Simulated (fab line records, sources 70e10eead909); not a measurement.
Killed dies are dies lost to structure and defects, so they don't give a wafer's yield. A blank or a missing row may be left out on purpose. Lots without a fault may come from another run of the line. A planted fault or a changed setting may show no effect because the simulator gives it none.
Which tool did it? | flow nand_harc | 6 lots, 18 wafers sampled, at 3 steps of a route of 1302

WHAT THE GAUGES READ, wafer by wafer
NHARC_THIN_TSV_CD_MEAS_16.
lot  | measured     | on        | cd_nm (nm)
L265 | day 25 13:37 | cd_sem-02 | 1002.9 1000.0 1001.2
L269 | day 25 17:14 | cd_sem-02 | 1001.5 1000.9 1002.7
L270 | day 27 00:40 | cd_sem-01 | 1004.6 1002.4 1003.7
L272 | day 27 19:08 | cd_sem-01 | 1004.5 1003.3 1002.7
L274 | day 27 23:40 | cd_sem-02 | 1001.2 1003.1 1001.2
L280 | day 30 06:05 | cd_sem-03 | 1002.9 1003.7 1002.3

WHICH TOOL RAN EACH LOT (tool, then ch and the chambers of the sampled wafers, then the start)
lot  | NHARC_THIN_TSV_DEP_43           | NHARC_THIN_TSV_ETCH_44
L265 | pecvd-01 ch 0,2, day 25 11:49   | rie_diel-11 ch 0,1,3, day 25 12:53
L269 | pecvd-01 ch 0,2, day 25 15:25   | rie_diel-07 ch 0,1, day 25 16:23
L270 | pecvd-04 ch 0,1, day 26 23:06   | rie_diel-10 ch 0,1, day 27 00:01
L272 | pecvd-01 ch 1,2, day 27 17:31   | rie_diel-07 ch 0,2, day 27 18:25
L274 | pecvd-01 ch 0,1,2, day 27 21:53 | rie_diel-10 ch 1,3, day 27 22:58
L280 | pecvd-01 ch 0,1,2, day 30 04:18 | rie_diel-10 ch 0,2,3, day 30 05:29
- NHARC_THIN_TSV_DEP_43: deposits SiO2, target thk 1328.5 nm.
- NHARC_THIN_TSV_ETCH_44: etches the open film in CF4/O2, target depth 1594.2 nm, time 797.1 s.

THE ANSWER, worked out from the rows above alone
Rule: what is usual is taken from the lots themselves. Put in order of their means at a reading, lots are off if they are a third of the lots or fewer, leave a main group of 4 or more, and stand apart from it by a gap of 3 or more times the standard deviation of the main group's means; of several such gaps the widest counts. A main group whose means are all the same, to the digits that the tables above print for the reading, isn't used. A lot without any number at a reading at which 4 lots or more have one is off too. The other lots that the step has rows for count as sound.
No lot is off at any reading shown: from this, nothing can be told.

WHAT THE SIMULATOR HAD PUT IN
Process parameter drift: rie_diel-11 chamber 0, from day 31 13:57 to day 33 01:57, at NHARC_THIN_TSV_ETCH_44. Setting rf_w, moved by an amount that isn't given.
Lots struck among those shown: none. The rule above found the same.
